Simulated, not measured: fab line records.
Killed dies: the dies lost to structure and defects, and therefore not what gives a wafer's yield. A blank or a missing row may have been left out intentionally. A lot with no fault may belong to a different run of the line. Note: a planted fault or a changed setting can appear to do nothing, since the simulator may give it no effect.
fab line records ; flow n5_finfet ; part 2 of 2: steps 22 to 32 of 32
record: lots: 5; wafers: 15; last_day: 16
route steps=1938 shown MIM_BOT_ETCH@1869 PASS1_CAP@1873 TV_LITHO@1875 TV_OPEN@1887 PAD_METAL@1893 PASSIVATION@1897
lots untouched by any fault: they come from a run of this same line in which no faults occurred
start_h: the number of hours between the record's first day and the start of the first shown wafer of the lot ; wait_h: time in hours since the lot's previous step ; " repeats the value in the row above ; L1.1+2: several wafers, shown together as one row ; - value missing, or start not given ; * or withheld: withheld ; < > ~ a bound
route shown NAME@n: NAME is a module with steps in the file, n the number in the route of the first one ; usual: average and standard deviation across the fault-free wafers ; same: alike in all rows ; chamber/n: place in a boat ; sites: readings site by site ; _std_site: standard deviation across them ; _edge_site: outer sites' mean less inner sites' ; radius_mm: for every site, how far away it sits from the centre of the wafer ; mask NAME#n: copy n ; behind: tool/chamber where the wafer was last shaped ; hold: reason for holding the lot/hours on hold/outcome of the hold ; device: the transistor (n, p or np) that didn't switch ; end of line: the same wafers' tests at the end of the route ; a step without rows: its recipe alone ; killed: not the wafer's yield, but the dies lost to structure and defects at the first sort ; map: the dies of a wafer, with x for killed, . for not killed, _ for no die there
set.NAME: setting as actually run; set.NAME@STEP: the setting as run at that earlier step ; model.NAME: the simulator's own value behind a step, which no gauge read
lots seen at some steps along the route; tables by step, rows by wafer
services: when a tool's chamber went out of use (start_h, in hours from the record's first day, below 0 if earlier), for how many hours, and the reason
== steps ==
step: N5_PASSIVATION_ETCH_15
recipe: chemistry: CF4/N2; target: SiCN; target_depth_a: 750; taper_deg: 2; time_s: 81.2; ion_energy_ev: 150; mask_material: SiNx; pressure_mtorr: 40; source_w: 430; bias_w: 70; Ar_flow_sccm: 100; cf4_flow_sccm: 60; n2_flow_sccm: 60
usual: bias_w: 70.00/0.2; chamber_pressure_mTorr: 40.00/0.035; drypump_motor_current_A: 5.5/0.44; mfc_ar_sccm: 99.98/0.3; n2_flow_sccm: 60.01/0.19; oes_product_au: 0.81/0.099; rf_fwd_power_W: 427.8/1.3; rf_vpp_V: 383.0/1.9; showerhead_plenum_p_Torr: 2.23/0.071; throttle_valve_pct: 15.37/0.29
lot.wafer;tool;chamber;start_h;wait_h;bias_w;chamber_pressure_mTorr;drypump_motor_current_A;mfc_ar_sccm;n2_flow_sccm;oes_product_au;rf_fwd_power_W;rf_hours_counter_h;rf_vpp_V;showerhead_plenum_p_Torr;throttle_valve_pct
L079.1;rie_diel-04;2;-;-;69.83;40.02;4.7;100.24;60.01;0.86;428.7;55;384.8;2.35;15.32
L079.3;rie_diel-04;0;-;-;69.69;40.03;5.4;100.06;60.22;0.88;427.8;47;380.5;2.16;15.23
L079.5;rie_diel-04;0;-;-;69.83;40.04;5.4;100.29;60.31;0.89;427.9;-;381.2;2.16;15.23
L085.4;rie_diel-04;1;-;-;70.18;39.97;5.1;99.47;59.88;0.91;426.7;-;384.3;2.24;15.05
L085.5;rie_diel-04;2;-;-;69.97;39.99;4.7;100.42;59.60;0.85;427.6;-;385.4;2.34;15.37
L085.6;rie_diel-04;3;-;-;69.96;40.02;6.0;99.96;60.03;0.99;426.5;-;386.8;2.34;15.41
L089.1;rie_diel-01;3;-;-;69.87;40.04;5.7;100.33;60.10;0.67;427.5;248;383.5;2.26;15.57
L089.3;rie_diel-01;1;-;-;69.50;40.05;6.0;100.16;60.30;0.90;427.7;53;380.1;2.14;14.95
L089.4;rie_diel-01;2;-;-;70.05;39.91;5.4;99.97;60.29;0.68;428.7;232;382.5;2.18;15.75
L091.3;rie_diel-04;1;-;-;70.13;39.96;5.1;100.16;59.97;0.89;428.8;49;384.3;2.24;15.07
L091.4;rie_diel-04;0;-;-;70.39;39.96;5.4;99.61;60.37;0.86;427.4;65;382.3;2.15;15.26
L091.5;rie_diel-04;3;-;-;69.98;40.00;5.9;100.10;59.92;0.93;427.9;-;384.3;2.34;15.45
L094.1;rie_diel-04;0;-;-;70.02;40.00;5.4;99.57;60.03;0.85;425.8;70;379.9;2.15;15.27
L094.2;rie_diel-04;3;-;-;70.13;39.98;5.9;100.82;59.91;0.92;426.2;17;386.3;2.34;15.44
L094.6;rie_diel-04;0;-;-;70.00;39.96;5.4;99.82;60.04;0.85;425.8;-;381.7;2.15;15.28
step: N5_PASSIVATION_STRIP_73
recipe: chemistry: post_etch_residue_remover; time_s: 60; temp_c: 25; remover_ph: withheld; remover_water_wt_pct: withheld; remover_fluoride_wt_pct: withheld
lot.wafer;tool;chamber;start_h;wait_h
L079.1+3+5;wet_bench-04;1,7,6;286.51;-
L085.4+5+6;wet_bench-04;2,6,0;321.26;-
L089.1+3+4;wet_bench-02;3,4,1;353.92;-
L091.3+4+5;wet_bench-04;5,3,2;363.63;-
L094.1+2+6;wet_bench-02;5,3,1;379.88;-
step: N5_PASSIVATION_SRD_17
recipe: time_s: 30; temp_c: 23; rinse_liquid: diw; dry: n2_spin; spin_rpm: 1500; dry_time_s: 30
lot.wafer;tool;chamber;start_h;wait_h
L079.1+3+5;wet_bench-04;1,7,6;286.53;0.0
L085.4+5+6;wet_bench-04;2,6,0;321.28;0.0
L089.1+3+4;wet_bench-02;3,4,1;353.94;0.0
L091.3+4+5;wet_bench-04;5,3,2;363.65;0.0
L094.1+2+6;wet_bench-02;5,3,1;379.90;0.0
step: N5_PASSIVATION_DEGAS_18
recipe: ambient: vacuum; temp_c: 300; time_s: 60
usual: heater_power_w: 512/66
lot.wafer;tool;chamber;start_h;wait_h;heater_power_w
L079.1;pvd_sputter-01;-;286.75;0.2;590
L079.3;pvd_sputter-01;-;286.75;0.2;505
L079.5;pvd_sputter-01;-;286.75;0.2;579
L085.4;pvd_sputter-03;-;321.90;0.6;383
L085.5;pvd_sputter-03;-;321.90;0.6;531
L085.6;pvd_sputter-03;-;321.90;0.6;525
L089.1;pvd_sputter-02;-;354.82;0.9;511
L089.3;pvd_sputter-02;-;354.82;0.9;429
L089.4;pvd_sputter-02;-;354.82;0.9;506
L091.3;pvd_sputter-01;-;364.17;0.5;574
L091.4;pvd_sputter-01;-;364.17;0.5;600
L091.5;pvd_sputter-01;-;364.17;0.5;467
L094.1;pvd_sputter-01;-;380.21;0.3;561
L094.2;pvd_sputter-01;-;380.21;0.3;500
L094.6;pvd_sputter-01;-;380.21;0.3;559
step: N5_PASSIVATION_PRE_CLEAN_19
recipe: gas: H2/He; time_s: *; temp_c: *
usual: heater_power_w: 512/67
lot.wafer;tool;chamber;start_h;wait_h;heater_power_w
L079.1;pvd_sputter-01;-;286.79;0.0;599
L079.3;pvd_sputter-01;-;286.79;0.0;498
L079.5;pvd_sputter-01;-;286.79;0.0;569
L085.4;pvd_sputter-03;-;321.94;0.0;389
L085.5;pvd_sputter-03;-;321.94;0.0;544
L085.6;pvd_sputter-03;-;321.94;0.0;543
L089.1;pvd_sputter-02;-;354.86;0.0;513
L089.3;pvd_sputter-02;-;354.86;0.0;440
L089.4;pvd_sputter-02;-;354.86;0.0;514
L091.3;pvd_sputter-01;-;364.21;0.0;577
L091.4;pvd_sputter-01;-;364.21;0.0;592
L091.5;pvd_sputter-01;-;364.21;0.0;459
L094.1;pvd_sputter-01;-;380.25;0.0;569
L094.2;pvd_sputter-01;-;380.25;0.0;507
L094.6;pvd_sputter-01;-;380.25;0.0;556
step: N5_PASSIVATION_SPUTTER_20
recipe: material: TaN; target_thk_a: 500; temp_c: 25; chamber_pressure_pa: 0.4
usual: substrate_temp_c: 25.01/0.1; throttle_valve_pct: 30.3/1
lot.wafer;tool;chamber;start_h;wait_h;substrate_temp_c;throttle_valve_pct
L079.1;pvd_sputter-01;-;286.83;0.0;24.98;31.0
L079.3;pvd_sputter-01;-;286.83;0.0;24.94;29.6
L079.5;pvd_sputter-01;-;286.83;0.0;24.84;31.7
L085.4;pvd_sputter-03;-;321.98;0.0;25.06;30.1
L085.5;pvd_sputter-03;-;321.98;0.0;24.84;31.7
L085.6;pvd_sputter-03;-;321.98;0.0;24.90;28.9
L089.1;pvd_sputter-02;-;354.90;0.0;25.24;31.3
L089.3;pvd_sputter-02;-;354.90;0.0;25.03;30.3
L089.4;pvd_sputter-02;-;354.90;0.0;24.95;30.0
L091.3;pvd_sputter-01;-;364.25;0.0;24.86;31.5
L091.4;pvd_sputter-01;-;364.25;0.0;25.20;31.1
L091.5;pvd_sputter-01;-;364.25;0.0;25.04;30.9
L094.1;pvd_sputter-01;-;380.29;0.0;25.04;31.5
L094.2;pvd_sputter-01;-;380.29;0.0;24.96;29.6
L094.6;pvd_sputter-01;-;380.29;0.0;24.85;31.5
step: N5_PASSIVATION_AL_DEP_21
recipe: material: Al; target_thk_a: 28000; temp_c: 400; time_s: 170; power_w: 30000; chamber_pressure_pa: 0.4; gas: Ar
usual: substrate_temp_c: 400.03/0.19; throttle_valve_pct: 30.3/1
lot.wafer;tool;chamber;start_h;wait_h;substrate_temp_c;throttle_valve_pct
L079.1;pvd_sputter-01;-;286.93;0.1;399.86;30.9
L079.3;pvd_sputter-01;-;286.93;0.1;400.10;29.7
L079.5;pvd_sputter-01;-;286.93;0.1;399.91;31.2
L085.4;pvd_sputter-03;-;322.08;0.1;399.73;30.3
L085.5;pvd_sputter-03;-;322.08;0.1;400.13;31.6
L085.6;pvd_sputter-03;-;322.08;0.1;400.04;29.4
L089.1;pvd_sputter-02;-;355.00;0.1;400.16;31.5
L089.3;pvd_sputter-02;-;355.00;0.1;400.06;30.5
L089.4;pvd_sputter-02;-;355.00;0.1;399.87;30.2
L091.3;pvd_sputter-01;-;364.35;0.1;399.64;31.3
L091.4;pvd_sputter-01;-;364.35;0.1;400.16;30.9
L091.5;pvd_sputter-01;-;364.35;0.1;399.75;30.9
L094.1;pvd_sputter-01;-;380.39;0.1;400.06;31.5
L094.2;pvd_sputter-01;-;380.39;0.1;400.07;29.5
L094.6;pvd_sputter-01;-;380.39;0.1;399.86;31.7
step: N5_PASSIVATION_HMDS_23
recipe: time_s: 60; temp_c: 120
lot.wafer;tool;chamber;start_h;wait_h
L079.1+3+5;litho_track-04;0;287.12;0.1
L085.4+5+6;litho_track-02;0;322.27;0.1
L089.1+3+4;litho_track-02;0;355.20;0.1
L091.3+4+5;litho_track-01;0;364.54;0.1
L094.1+2+6;litho_track-01;0;380.58;0.1
step: N5_PASSIVATION_COAT_24
recipe: spin_rpm: 3000; resist_thk_nm: withheld
lot.wafer;tool;chamber;start_h;wait_h
L079.1+3+5;litho_track-04;0;-;-
L085.4+5+6;litho_track-02;0;-;-
L089.1+3+4;litho_track-02;0;-;-
L091.3+4+5;litho_track-01;0;-;-
L094.1+2+6;litho_track-01;0;-;-
step: N5_PASSIVATION_EBR_26
recipe: solvent: PGMEA; ebr_width_mm: 1.5
lot.wafer;tool;chamber;start_h;wait_h
L079.1+3+5;litho_track-04;0;-;-
L085.4+5+6;litho_track-02;0;-;-
L089.1+3+4;litho_track-02;0;-;-
L091.3+4+5;litho_track-01;0;-;-
L094.1+2+6;litho_track-01;0;-;-
step: N5_PASSIVATION_SOFTBAKE_25
recipe: temp_c: 100; time_s: 90
lot.wafer;tool;chamber;start_h;wait_h
L079.1+3+5;litho_track-04;0;-;-
L085.4+5+6;litho_track-02;0;-;-
L089.1+3+4;litho_track-02;0;-;-
L091.3+4+5;litho_track-01;0;-;-
L094.1+2+6;litho_track-01;0;-;-
== services ==
tool;chamber;start_h;hours;kind
krf_scanner-01;-;263.02;0.8;pm
rie_diel-05;1;280.42;2.5;repair
pvd_sputter-01;-;290.79;0.8;repair
pvd_sputter-01;-;294.87;7.9;repair
krf_scanner-01;-;299.22;0.3;repair
krf_scanner-02;-;299.48;1.3;pm
rie_diel-04;3;301.14;-;clean
rie_diel-04;3;301.14;-;consumable_replace:focus_ring
rie_diel-04;3;301.14;-;consumable_replace:showerhead
rie_diel-04;3;301.14;14.8;scheduled_down
pecvd-02;-;303.54;3.5;repair
pecvd-01;0;316.01;5.0;repair
pvd_sputter-02;-;330.33;4.9;repair
pecvd-01;-;338.32;2.8;pm
krf_scanner-01;-;344.07;4.5;repair
krf_scanner-02;-;347.56;1.4;repair
krf_scanner-02;-;349.00;4.0;pm
krf_scanner-02;-;361.81;0.8;pm
krf_scanner-01;-;363.23;0.8;pm
krf_scanner-02;-;368.75;1.0;pm
krf_scanner-02;-;372.03;1.5;repair
rie_diel-04;-;374.53;0.4;repair
pecvd-04;1;377.36;3.4;repair
krf_scanner-01;-;379.67;1.3;pm
